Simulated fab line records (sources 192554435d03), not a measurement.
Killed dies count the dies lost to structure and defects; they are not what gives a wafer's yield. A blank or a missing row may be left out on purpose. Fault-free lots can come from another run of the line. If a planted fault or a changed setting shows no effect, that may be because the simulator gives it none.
Split-lot study | flow n5Finfet | 39 wafers read from 7 lots, route of 1938 steps

## SPLIT DETAILS
At N5_BEOL_M0_DEP_125 (deposits SiCN from 3MS/NH3, target thk 8 nm, time 14 s), the setting timeS was moved away from the recipe's 14 s on 15 of the 39 wafers read, by -52.0% to +51.5%. This setting was run at the recipe's value on the other wafers.

Reading taken at the split's own step.

## THE READING
SiCN_of_BEOL_M0_DEP_125.thkNm (the simulator's own value, which no gauge read), in nm, at N5_BEOL_M0_DEP_125 (deposits SiCN from 3MS/NH3, target thk 8 nm, time 14 s). The file gives no usual value for it. The 24 wafers here that ran the recipe average 8.0 nm, standard deviation 0.13 nm.

wafer  | tool, chamber at the split | timeS as run, s | against the recipe | SiCN_of_BEOL_M0_DEP_125.thkNm, nm | against lot-mates on the recipe
L074.1 | pecvd-01, 2                | 16.43           | +17.4%             | 9                                 | +1.0
L074.2 | pecvd-01, 0,0,2            | 14              | recipe             | 8                                 | -
L074.4 | pecvd-01, 0,0,2            | 14              | recipe             | 8                                 | -
L074.5 | pecvd-01, 0,0,2            | 14              | recipe             | 8                                 | -
L074.3 | pecvd-01, 1                | 16.43           | +17.4%             | 9.2                               | +1.2
L074.6 | pecvd-01, 1                | 16.43           | +17.4%             | 9.4                               | +1.4
L076.1 | pecvd-01, 1,2              | 14              | recipe             | 8                                 | -
L076.3 | pecvd-01, 1,2              | 14              | recipe             | 8                                 | -
L076.2 | pecvd-01, 0,0,1            | 7.559           | -46.0%             | 4.6                               | -3.5
L076.5 | pecvd-01, 0,0,1            | 7.559           | -46.0%             | 4.6                               | -3.5
L076.6 | pecvd-01, 0,0,1            | 7.559           | -46.0%             | 4.6                               | -3.5
L076.4 | pecvd-01, 2                | 14              | recipe             | 8.2                               | -
L080.1 | pecvd-01, 2,1              | 14              | recipe             | 7.8                               | -
L080.3 | pecvd-01, 2,1              | 14              | recipe             | 7.8                               | -
L080.2 | pecvd-01, 0                | 14              | recipe             | 8                                 | -
L080.4 | pecvd-01, 2,0              | 16.2            | +15.7%             | 9.4                               | +1.5
L080.6 | pecvd-01, 2,0              | 16.2            | +15.7%             | 9.4                               | +1.5
L080.5 | pecvd-01, 1                | 16.2            | +15.7%             | 9                                 | +1.1
L083.1 | pecvd-02, 1                | 14              | recipe             | 8                                 | -
L083.5 | pecvd-02, 1                | 14              | recipe             | 8                                 | -
L083.2 | pecvd-02, 0,0,1,0          | 14              | recipe             | 8.2                               | -
L083.3 | pecvd-02, 0,0,1,0          | 14              | recipe             | 8.2                               | -
L083.4 | pecvd-02, 0,0,1,0          | 14              | recipe             | 8.2                               | -
L083.6 | pecvd-02, 0,0,1,0          | 14              | recipe             | 8.2                               | -
L085.1 | pecvd-04, 0                | 14              | recipe             | 7.8                               | -
L085.2 | pecvd-04, 2                | 6.72            | -52.0%             | 3.8                               | -4.2
L085.4 | pecvd-04, 2                | 6.72            | -52.0%             | 3.8                               | -4.2
L085.6 | pecvd-04, 2                | 6.72            | -52.0%             | 3.8                               | -4.2
L085.3 | pecvd-04, 0                | 14              | recipe             | 8.2                               | -
L085.5 | pecvd-04, 0                | 14              | recipe             | 8                                 | -
L090.1 | pecvd-02, 0,2,2            | 14              | recipe             | 8.2                               | -
L090.2 | pecvd-02, 0,2,2            | 14              | recipe             | 8.2                               | -
L090.6 | pecvd-02, 0,2,2            | 14              | recipe             | 8.2                               | -
L094.1 | pecvd-04, 0,2,0            | 14              | recipe             | 8                                 | -
L094.3 | pecvd-04, 0,2,0            | 14              | recipe             | 8                                 | -
L094.4 | pecvd-04, 0,2,0            | 14              | recipe             | 8                                 | -
L094.2 | pecvd-04, 1                | 21.21           | +51.5%             | 12                                | +4.0
L094.5 | pecvd-04, 1                | 21.21           | +51.5%             | 12                                | +4.0
L094.6 | pecvd-04, 2                | 21.21           | +51.5%             | 12.2                              | +4.2
When a row names more than one chamber, that row covers several wafers, and the file does not tell which wafer ran in which chamber.

THE FIT
A straight line over all 39 wafers: SiCN_of_BEOL_M0_DEP_125.thkNm changes by +0.078 nm for each +1% of timeS; r = +1.00; the points scatter about the line by 0.16 nm.
The same after taking each lot's own level away (the mean of its wafers on the recipe; 39 wafers): +0.0786 nm for each +1%; r = +1.00; scatter 0.13 nm.
According to that fit, moving timeS by its largest amount changes the reading by 4.1 nm.
The span of the lots' own levels, 7.87 to 8.20 nm, comes to 2.5 times the standard deviation stated above.
The two slopes agree, so the slope changes little with the lot-to-lot level.
Check: -4.06 nm against its lot-mates is what the line predicts for one of the wafers moved furthest among these (-52.0%) when that wafer is left out of the fit. Against them it came out at -4.2 nm.

## THESE WAFERS: OTHER SPLITS
Before the reading, these wafers also passed through other splits. Each is held against what the fit with the lots' levels taken away leaves over:
other split on the same wafers   | wafers away from the commonest value | r with SiCN_of_BEOL_M0_DEP_125.thkNm (lot level and that fit taken away)
N5_FIN_CUT_CUT_ETCH_26 timeS     | 12                                   | -0.29
N5_SD_EPI_P_ETCH_16 targetDepthA | 12                                   | +0.30

## FILE'S OWN FIT
SiCN_of_BEOL_M0_DEP_125.thkNm changes by +0.0786 nm for each +1% of timeS, r = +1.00.
